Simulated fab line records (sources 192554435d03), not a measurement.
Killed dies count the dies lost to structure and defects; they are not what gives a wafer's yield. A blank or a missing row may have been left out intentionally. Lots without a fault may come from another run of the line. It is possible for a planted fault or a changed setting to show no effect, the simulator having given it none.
Comparing a struck lot with a sound one -- flow n5 finfet -- 37 out of 1938 route steps
Sound: the wafers L702.4, L702.5, L702.6. Wafers struck: L690.1, L690.4, L690.5. Last of all comes the cause.
Per side, at each step with rows, come the tool, then ch with its chambers, and then its first start. Under that, the readings that differ: sound wafers -- struck wafers -- difference of the means -- sigmas: that difference in standard deviations of wafers without a fault.
alike: readings with means less than 2 such deviations apart, plus words and numbers identical on both sides. not compared: withheld readings, readings lacking a value on some wafer, bounds such as >300 that could conceal the same value, and numbers that have no deviation in the record and whose values overlap.
A row with sigmas, a row that says differs or no value, or rows on one side alone: a step with any of these is where the two part. Numbers that don't overlap but have no deviation are shown without sigmas and don't part them. Lack of a reading on every wafer of one side parts them only where that side has two or more wafers.

first, 9 steps without rows for these wafers: N5_BEOL_M4_ANNEAL_95 (time 240 s); N5_BEOL_M4_SPUTTER_96 (material Cu, target thk 4.5 nm, time 8.29 s); N5_BEOL_M4_ECD_50 (material Cu, target thk 300 nm); N5_BEOL_M4_ANNEAL_51 (time 90 s); N5_BEOL_M4_CMP_52 (polishes, stops on SiOC, t overpolish 6.8 s, target thk 40 nm); N5_BEOL_M4_PRE_CLEAN_60 (time 15 s); N5_BEOL_M4_CO_CAP_55 (material Co, precursor CCTBA/H2, target thk 2 nm, time 102.1 s); N5_BEOL_M4_PRE_CLEAN_56 (time 15 s); N5_BEOL_M4_DEP_57 (deposits SiCN from 3MS/NH3, target thk 8 nm, time 14 s).
N5_BEOL_M4_RC_MEAS_101:
  sound on prober-01 ch 0, day 13 00:51; struck on prober-01 ch 0, day 9 21:38
  alike: DIBL_N, DIBL_P, IOFF_N, IOFF_P, ION_N, ION_P, SS_N, SS_P, VT_N, VT_P
then, 24 steps without rows for these wafers: N5_BEOL_M5_ILD_DEP_00 (deposits SiCOH lowk from DEMS/porogen, target thk 140.64 nm, time 25.9 s); N5_BEOL_M5_CURE_79 (cures SiCOH lowk, time 240 s); N5_BEOL_M5_PECVD_70 (deposits SiO2 from TEOS/O2, target thk 16 nm, time 18 s); N5_BEOL_M5_HM_DEP_02 (deposits TiN, target thk 20 nm); N5_BEOL_M5_COAT_59 (time 60 s, resist thk 60 nm); N5_BEOL_M5_COAT_60 (time 60 s, resist thk 12 nm); N5_BEOL_M5_COAT_71 (time 60 s, resist thk 5 nm); N5_BEOL_M5_COAT_05 (resist thk 30 nm); N5_BEOL_M5_EBR_07; N5_BEOL_M5_SOFTBAKE_06 (time 60 s); N5_BEOL_M5_EXPOSE_08 (exposes mask M5, target cd 28 nm); N5_BEOL_M5_PEB_09 (peb time 60 s); N5_BEOL_M5_DEVELOP_10 (develop time 30 s); N5_BEOL_M5_DESCUM_16 (chemistry O2, time 7 s); N5_BEOL_M5_ETCH_72 (etches underlayer in N2/H2, target depth 6.5 nm, time 5.2 s); N5_BEOL_M5_ETCH_61 (etches SiARC in CF4, target depth 15.6 nm, time 26 s); N5_BEOL_M5_ETCH_62 (etches SOC in N2/H2, target depth 75 nm, overetch 15 nm, time 112.5 s); N5_BEOL_M5_STRIP_63 (strips in N2/H2); N5_BEOL_M5_STRIP_73 (strips in N2/H2); N5_BEOL_M5_STRIP_64 (strips in CF4); N5_BEOL_M5_HM_OPEN_17 (chemistry Cl2/BCl3, target TiN, target depth 20 nm, overetch 6 nm); N5_BEOL_M5_STRIP_19 (strips in O2); N5_BEOL_M5_COAT_65 (time 60 s, resist thk 60 nm); N5_BEOL_M5_COAT_66 (time 60 s, resist thk 12 nm).
N5_BEOL_M7_STRIP_36: strips in N2/H2.
  sound on rie diel-05 ch 0,3, day 14 02:02; struck on rie diel-05 ch 1,2, day 10 20:16
  no value came back on the struck wafers for any of 7 readings (bias power w (W), chamber pressure mTorr (mTorr) and others); on the sound wafers bias power w (W) reads 7.015 6.983 7.039
reading,sound,struck,difference,sigmas
model.SOC_of_BEOL_M7_COAT_63.thk nm (nm),0 0 0,54 54.4 54.2,+54,
  not compared: rf hours counter h
N5_BEOL_M7_ETCH_41: etches SiCN in CH3F/O2, target depth 31.9 nm, time 57.8 s.
  sound on rie diel-05 ch 0,3; struck on rie diel-05 ch 1,2, day 10 20:20
reading,sound,struck,difference,sigmas
oes product au (a.u.),0.71 0.72 0.71,0.93 1.01 0.99,+0.26,+3
model.SOC_of_BEOL_M7_COAT_63.thk nm (nm),0 0 0,35 36 36.2,+36,
  alike: drypump motor current A, rf vpp V, showerhead plenum p Torr, throttle valve pct
  not compared: rf hours counter h
-- the record jumps here: 3 days lie between the struck wafers' starts before and after (it left off in module BEOL_M7 and takes up again in module PASSIVATION, whose first step shown is number 1936 of the route) --
N5_PASSIVATION_PROBE_49:
  only the struck wafers here have rows in the record (prober-01, day 14 06:38); the sound ones have none

## WHERE THEY PART
Earliest at N5_BEOL_M7_STRIP_36; latest, in this record, at N5_PASSIVATION_PROBE_49.

WHY: what had been put in by the simulator
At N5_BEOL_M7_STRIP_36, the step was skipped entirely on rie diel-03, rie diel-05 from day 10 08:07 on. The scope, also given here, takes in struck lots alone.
